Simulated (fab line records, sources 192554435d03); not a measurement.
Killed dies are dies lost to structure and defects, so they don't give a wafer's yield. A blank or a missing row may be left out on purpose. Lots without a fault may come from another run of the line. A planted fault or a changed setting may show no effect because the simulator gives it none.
Which tool did it? | flow n5_finfet | 10 lots, 30 wafers sampled, at 3 steps of a route of 1938

WHAT THE GAUGES READ, wafer by wafer
N5_BEOL_M1_CD_MEAS_11: target cd 17.05 nm.
lot  | measured     | on        | cd_nm (nm)
L076 | day 6 16:41  | cd_sem-01 | 16.97 17.01 17.09
L077 | day 7 13:34  | cd_sem-02 | 16.86 17.19 17.22
L080 | day 7 19:00  | cd_sem-02 | 17.32 16.99 17.01
L082 | day 8 04:23  | cd_sem-02 | 16.88 16.44 16.64
L085 | day 9 00:58  | cd_sem-01 | 17.04 17.24 17.08
L086 | day 9 10:39  | cd_sem-01 | 17.14 16.89 17.15
L091 | day 10 07:12 | cd_sem-02 | 17.33 17.17 16.93
L093 | day 10 18:40 | cd_sem-02 | 16.94 16.72 16.76
L094 | day 11 10:53 | cd_sem-01 | 17.29 17.29 17.49
L097 | day 12 00:46 | cd_sem-02 | 17.19 17.18 17.21

WHICH TOOL RAN EACH LOT (tool, then ch and the chambers of the sampled wafers, then the start)
lot  | N5_BEOL_M0_DEP_125              | N5_BEOL_M1_PECVD_72
L076 | pecvd-04 ch 0,1,2, day 6 14:19  | pecvd-02 ch 0,2, day 6 14:33
L077 | pecvd-04 ch 1,2, day 7 09:14    | pecvd-03 ch 0,1, day 7 09:29
L080 | pecvd-02 ch 0,1,2, day 7 18:00  | pecvd-03 ch 0,1, day 7 18:15
L082 | pecvd-03 ch 0,1,2, day 8 02:47  | pecvd-03 ch 0,1,2, day 8 03:01
L085 | pecvd-04 ch 0,1, day 9 00:08    | pecvd-01 ch 1,2, day 9 00:22
L086 | pecvd-03 ch 0,1, day 9 08:12    | pecvd-01 ch 0,1, day 9 08:28
L091 | pecvd-03 ch 0,1,2, day 10 06:23 | pecvd-03 ch 1,2, day 10 06:37
L093 | pecvd-02 ch 1,2, day 10 17:29   | pecvd-02 ch 0,1, day 10 17:43
L094 | pecvd-03 ch 0,2, day 11 07:31   | pecvd-01 ch 1,2, day 11 07:45
L097 | pecvd-02 ch 0,1, day 11 20:10   | pecvd-02 ch 1,2, day 11 20:24
- N5_BEOL_M0_DEP_125: deposits SiCN from 3MS/NH3, target thk 8 nm, time 14 s.
- N5_BEOL_M1_PECVD_72: deposits SiO2 from TEOS/O2, target thk 16 nm, time 18 s.

THE ANSWER, worked out from the rows above alone
Rule: what is usual is taken from the lots themselves. Put in order of their means at a reading, lots are off if they are a third of the lots or fewer, leave a main group of 4 or more, and stand apart from it by a gap of 3 or more times the standard deviation of the main group's means; of several such gaps the widest counts. A main group whose means are all the same, to the digits that the tables above print for the reading, isn't used. A lot without any number at a reading at which 4 lots or more have one is off too. The other lots that the step has rows for count as sound.
No lot is off at any reading shown: from this, nothing can be told.

WHAT THE SIMULATOR HAD PUT IN
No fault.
